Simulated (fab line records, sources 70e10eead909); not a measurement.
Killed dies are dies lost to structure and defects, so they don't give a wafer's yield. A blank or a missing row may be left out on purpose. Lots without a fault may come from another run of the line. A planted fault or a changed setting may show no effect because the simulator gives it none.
A struck lot beside a sound one | flow nand_harc | 14 steps out of a route of 1302
Sound: wafers L513.2, L513.3, L513.4. Struck: wafers L503.2, L503.3, L503.6. The cause comes at the end.
At each step with rows: each side's tool, then ch and its chambers, then its first start. Under that, the readings that differ: sound wafers | struck wafers | difference of the means | sigmas: that difference in standard deviations of wafers without a fault.
alike: readings whose means differ by less than 2 such deviations, and words and numbers that are the same on both sides. not compared: withheld readings, readings that some wafer has no value for, bounds like >300 that may hide the same value, and numbers for which the record gives no deviation and whose values overlap.
The two part at a step that has a row with sigmas, a row that says differs or no value, or rows on one side only. Numbers that don't overlap but have no deviation are shown without sigmas and don't part them. A reading that every wafer of one side lacks parts them only if that side has two wafers or more.

first, 1 step without rows for these wafers: NHARC_A_ONON_D1_DEP_06 (target thk 1000 nm).
NHARC_A_ONON_D1_THK_MEAS_08: measures by ellipsometry.
  sound on film_metro-02, day 15 05:43; struck on film_metro-01, day 11 00:10
  reading     | sound          | struck      | difference | sigmas
  thk_nm (nm) | 1004 1004 1004 | 986 987 987 | -17        | -2
then, 1 step without rows for these wafers: NHARC_A_ONON_D1_DEP_09 (target thk 1000 nm).
NHARC_A_ONON_D1_THK_MEAS_11: measures by ellipsometry.
  sound on film_metro-02, day 15 06:17; struck on film_metro-02, day 11 00:44
  alike: thk_nm
then, 1 step without rows for these wafers: NHARC_A_ONON_D1_DEP_12 (target thk 1000 nm).
NHARC_A_ONON_D1_THK_MEAS_14: measures by ellipsometry.
  sound on film_metro-02, day 15 06:50; struck on film_metro-02, day 11 01:18
  alike: thk_nm
then, 2 steps without rows for these wafers: NHARC_A_ONON_D1_ANNEAL_15 (time 3600 s); NHARC_A_ONON_D1_DEP_16 (target thk 1000 nm).
NHARC_A_ONON_D1_THK_MEAS_18: measures by ellipsometry.
  sound on film_metro-02, day 15 14:40; struck on film_metro-02, day 11 10:04
  reading     | sound       | struck      | difference | sigmas
  thk_nm (nm) | 969 969 970 | 996 998 996 | +27        | +2
then, 1 step without rows for these wafers: NHARC_A_ONON_D1_DEP_19 (target thk 1000 nm).
NHARC_A_ONON_D1_THK_MEAS_21: measures by ellipsometry.
  sound on film_metro-01, day 15 15:14; struck on film_metro-01, day 11 10:38
  alike: thk_nm
NHARC_A_ONON_D1_DEP_22: target thk 1000 nm.
  sound on pecvd_onon-03 ch 0, day 15 15:20; struck on pecvd_onon-01 ch 0, day 11 10:44
  reading              | sound          | struck         | difference | sigmas
  n2o_flow_sccm (sccm) | 1991 2001 1992 | 1596 1604 1600 | -395       | -66
NHARC_A_ONON_D1_THK_MEAS_24: measures by ellipsometry.
  sound on film_metro-01, day 15 15:47; struck on film_metro-02, day 11 11:13
  alike: thk_nm
then, 1 step without rows for these wafers: NHARC_END_SORT_01.

WHERE THEY PART
First at NHARC_A_ONON_D1_THK_MEAS_08; last, within this record, at NHARC_A_ONON_D1_DEP_22. Later steps at which nothing parts them and some readings are alike: NHARC_A_ONON_D1_THK_MEAS_24.

WHY: what the simulator had put in
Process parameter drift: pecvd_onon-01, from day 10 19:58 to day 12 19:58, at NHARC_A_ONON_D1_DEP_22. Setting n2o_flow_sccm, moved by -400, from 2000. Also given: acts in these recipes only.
